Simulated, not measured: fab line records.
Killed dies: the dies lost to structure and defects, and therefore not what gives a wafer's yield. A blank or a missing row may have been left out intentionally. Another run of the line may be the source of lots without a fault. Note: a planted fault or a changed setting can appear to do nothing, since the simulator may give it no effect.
Which tool is to blame? | flow nand-harc | 39 wafers from 13 lots sampled at 3 of the route's 1302 steps

## WHAT THE GAUGES READ, wafer by wafer
NHARC_P_GATE_CD_MEAS_33. Usual: 121.5 nm for cd-nm, sd 1.8.
lot  | measured     | on        | cd-nm (nm)        | flag
L874 | day 5 18:52  | cd-sem-02 | 121.7 123.1 119.3 |
L877 | day 7 03:32  | cd-sem-01 | 121.9 122.0 122.1 |
L878 | day 7 15:20  | cd-sem-02 | 119.9 119.0 121.4 |
L880 | day 8 06:32  | cd-sem-03 | 123.6 122.3 121.8 |
L882 | day 9 06:33  | cd-sem-03 | 120.5 120.1 120.7 |
L887 | day 11 04:58 | cd-sem-01 | 118.9 118.6 121.9 |
L888 | day 11 20:55 | cd-sem-02 | 120.7 124.3 120.9 |
L889 | day 12 03:28 | cd-sem-02 | 119.5 123.4 120.2 |
L890 | day 12 20:23 | cd-sem-02 | 119.7 118.1 120.5 |
L891 | day 13 01:39 | cd-sem-02 | 122.3 120.1 121.3 |
L892 | day 13 08:52 | cd-sem-01 | 122.0 123.8 120.7 |
L893 | day 14 00:13 | cd-sem-02 | 122.2 123.0 121.5 |
L894 | day 14 08:01 | cd-sem-01 | 122.4 125.6 122.0 |

NHARC_P_GATE_CD_MEAS_59: the cd target is 720 nm. Usual: 720.6 nm for cd-nm, sd 1.4.
lot  | measured     | on        | cd-nm (nm)        | flag
L874 | day 6 07:40  | cd-sem-01 | 718.4 718.4 719.7 |
L877 | day 7 16:19  | cd-sem-03 | 722.0 721.7 720.0 |
L878 | day 8 03:53  | cd-sem-01 | 719.3 717.7 718.1 |
L880 | day 8 19:13  | cd-sem-03 | - - -             | OFF
L882 | day 9 19:22  | cd-sem-03 | 723.4 720.6 720.7 |
L887 | day 11 17:35 | cd-sem-02 | 722.3 721.2 721.9 |
L888 | day 12 09:40 | cd-sem-03 | 720.4 720.9 721.4 |
L889 | day 12 16:08 | cd-sem-02 | 720.7 722.2 721.1 |
L890 | day 13 09:00 | cd-sem-02 | 721.5 721.3 721.4 |
L891 | day 13 14:29 | cd-sem-01 | 720.4 719.0 719.5 |
L892 | day 13 21:26 | cd-sem-03 | 718.8 718.8 720.2 |
L893 | day 14 12:49 | cd-sem-01 | 720.3 721.8 721.1 |
L894 | day 14 20:40 | cd-sem-01 | 721.1 723.0 721.5 |

## EACH LOT AND THE TOOL THAT RAN IT (in order: tool; ch and the chambers of the sampled wafers; start)
lot  | NHARC_P_GATE_EXPOSE_56
L874 | krf-scanner-02 ch 0, day 6 07:31
L877 | krf-scanner-02 ch 0, day 7 16:10
L878 | krf-scanner-02 ch 0, day 8 03:44
L880 | krf-scanner-02 ch 0, day 8 19:04
L882 | krf-scanner-04 ch 0, day 9 19:14
L887 | krf-scanner-04 ch 0, day 11 17:25
L888 | krf-scanner-03 ch 0, day 12 09:31
L889 | krf-scanner-03 ch 0, day 12 15:59
L890 | krf-scanner-02 ch 0, day 13 08:51
L891 | krf-scanner-03 ch 0, day 13 14:20
L892 | krf-scanner-02 ch 0, day 13 21:16
L893 | krf-scanner-04 ch 0, day 14 12:40
L894 | krf-scanner-04 ch 0, day 14 20:30
- NHARC_P_GATE_EXPOSE_56: exposes mask P PSD, target cd 720 nm.

## AS READ BY THE TOOLS THEMSELVES (means over the sampled wafers that have a number; for cases with no such wafer, the mark the record gives instead)
NHARC_P_GATE_EXPOSE_56. Usual: 22.98 C for reticle-temp-C, sd 0.1.
lot  | tool           | reticle-temp-C (C) | flag
L874 | krf-scanner-02 | 23.02              |
L877 | krf-scanner-02 | 22.90              |
L878 | krf-scanner-02 | 22.97              |
L880 | krf-scanner-02 | 23.08              |
L882 | krf-scanner-04 | 23.04              |
L887 | krf-scanner-04 | 23.10              |
L888 | krf-scanner-03 | 22.90              |
L889 | krf-scanner-03 | 23.02              |
L890 | krf-scanner-02 | 22.91              |
L891 | krf-scanner-03 | 23.00              |
L892 | krf-scanner-02 | 23.06              |
L893 | krf-scanner-04 | 22.93              |
L894 | krf-scanner-04 | 22.91              |

## THE ANSWER, worked out from the rows above alone
Rule: a lot counts as off when the mean over its wafers that have a number is more than 3 standard deviations away from the usual mean. A lot without any number at a reading at which 4 lots or more have one is off too. Any other lot the step has rows for is counted as sound. The gauges are gone through in route order, then the tools' own readings, and for those a lot's mean is taken as printed above. At the first step where some lot is off, the reading lying furthest off is the one used; lots without a number count as furthest.
Off at NHARC_P_GATE_CD_MEAS_59 (cd-nm): L880. Without a number there: L880.
A tool fits if, at a process step before that reading, it ran every lot that is off, and no sound lot after the first of them. Those tools and the gauges at NHARC_P_GATE_CD_MEAS_59 are tried in the same way. No candidate that was tried fits.

## WHAT HAD BEEN PUT IN BY THE SIMULATOR
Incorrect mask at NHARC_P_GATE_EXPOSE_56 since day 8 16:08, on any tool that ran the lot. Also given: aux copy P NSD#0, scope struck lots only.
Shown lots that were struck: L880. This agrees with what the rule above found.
